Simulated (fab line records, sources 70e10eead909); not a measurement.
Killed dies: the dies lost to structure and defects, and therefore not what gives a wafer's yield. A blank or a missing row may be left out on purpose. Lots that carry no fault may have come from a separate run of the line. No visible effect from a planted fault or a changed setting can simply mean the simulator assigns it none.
Chamber matching    flow nand_harc    4 sister chambers for NHARC_A_CHANNEL_FILL_D2_ALD_14 on ald_hk-01
The step deposits SiO2, target thk 2.5 nm, pulse time 10 s, ald cycles 25. 8 wafers are shown with their chamber, then 7 later ones without.

## WAFERS PAIRED WITH THEIR CHAMBERS
wafer   chamber  heater_power_w (W)  precursor_pulse_height_rel
L081.3  0        616                 0.969
L084.2  2        468                 1.002
L084.6  3        530                 0.994
L090.1  1        550                 1.024
L090.2  0        624                 1.008
L090.5  3        518                 0.995
L093.1  1        521                 1.045
L093.2  2        472                 1.024

## WAFERS WITH NO CHAMBER GIVEN
wafer   heater_power_w (W)  precursor_pulse_height_rel
L093.4  642                 0.949
L096.2  652                 1.007
L096.4  528                 1.019
L096.6  664                 1.037
L097.1  637                 1.040
L097.3  487                 1.029
L097.4  540                 1.025

## EACH ONE'S CHAMBER
wafer   from the rows above      in truth
L093.4  0                        0
L096.2  0                        0
L096.4  can't be placed: 1 or 3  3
L096.6  0                        0
L097.1  0                        0
L097.3  2                        2
L097.4  can't be placed: 1 or 3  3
Correct placement for 5 of the 7. These rows do not allow placing 2 (true chamber among the candidates in 2). Number placed wrongly: 0.
How it was worked out, from the rows above alone: a wafer's distance from a chamber is the root of the sum, over the readings, of the square of ((its reading less the chamber's mean) divided by the reading's scatter). If the next closest chamber is less than 2 further off than the closest, the wafer can't be placed; otherwise it belongs to the closest. The mean given for a chamber averages the wafers shown for that chamber. The scatter: take each reading less its chamber's mean, square it, sum over the shown wafers, divide by the number of wafers less the number of chambers, and take the root.
